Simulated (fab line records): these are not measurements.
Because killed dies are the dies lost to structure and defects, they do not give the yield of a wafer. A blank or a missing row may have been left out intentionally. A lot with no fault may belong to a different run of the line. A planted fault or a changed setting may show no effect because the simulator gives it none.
Chamber matching / flow n5 finfet / pecvd-02 running N5_SDB_HM_DEP_00: 3 sister chambers
The step deposits SiNx from SiH4/NH3/N2, target thk 40 nm, time 35.3 s. 3 wafers are shown with their chamber, then 12 later ones without.

## WAFERS WITH THEIR CHAMBER
wafer=L087.1; chamber=2; throttle valve pct (%)=38.5
wafer=L087.2; chamber=0; throttle valve pct (%)=42.5
wafer=L087.6; chamber=1; throttle valve pct (%)=39.5

## WAFERS MISSING THEIR CHAMBER
wafer=L090.2; throttle valve pct (%)=39.1
wafer=L090.3; throttle valve pct (%)=42.6
wafer=L090.4; throttle valve pct (%)=43.1
wafer=L092.2; throttle valve pct (%)=38.4
wafer=L092.5; throttle valve pct (%)=42.7
wafer=L092.6; throttle valve pct (%)=39.3
wafer=L094.4; throttle valve pct (%)=42.7
wafer=L094.5; throttle valve pct (%)=39.1
wafer=L094.6; throttle valve pct (%)=38.6
wafer=L096.1; throttle valve pct (%)=42.8
wafer=L096.2; throttle valve pct (%)=38.6
wafer=L096.4; throttle valve pct (%)=38.9

## THE CHAMBER EACH PASSED THROUGH
wafer=L090.2; from the rows above=can't be placed: 1 or 2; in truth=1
wafer=L090.3; from the rows above=0; in truth=0
wafer=L090.4; from the rows above=0; in truth=0
wafer=L092.2; from the rows above=2; in truth=2
wafer=L092.5; from the rows above=0; in truth=0
wafer=L092.6; from the rows above=can't be placed: 1 or 2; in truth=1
wafer=L094.4; from the rows above=0; in truth=0
wafer=L094.5; from the rows above=can't be placed: 1 or 2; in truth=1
wafer=L094.6; from the rows above=2; in truth=2
wafer=L096.1; from the rows above=0; in truth=0
wafer=L096.2; from the rows above=2; in truth=2
wafer=L096.4; from the rows above=can't be placed: 2 or 1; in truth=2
Placed correctly: 8 of 12. Not placeable from these rows: 4 (in 4, the candidates include the true chamber). Placed wrongly: 0.
How it was worked out, from the rows above alone: a wafer's distance from a chamber is the root of the sum, over the readings, of the square of ((its reading less the chamber's mean) divided by the reading's scatter). The wafer belongs to the nearest chamber; if the next one is less than 2 further off, it can't be placed. Each chamber's mean is taken over the wafers shown for it. The scatter: root of mean squared gap, hidden wafer to nearest shown wafer, with one shown wafer a chamber.
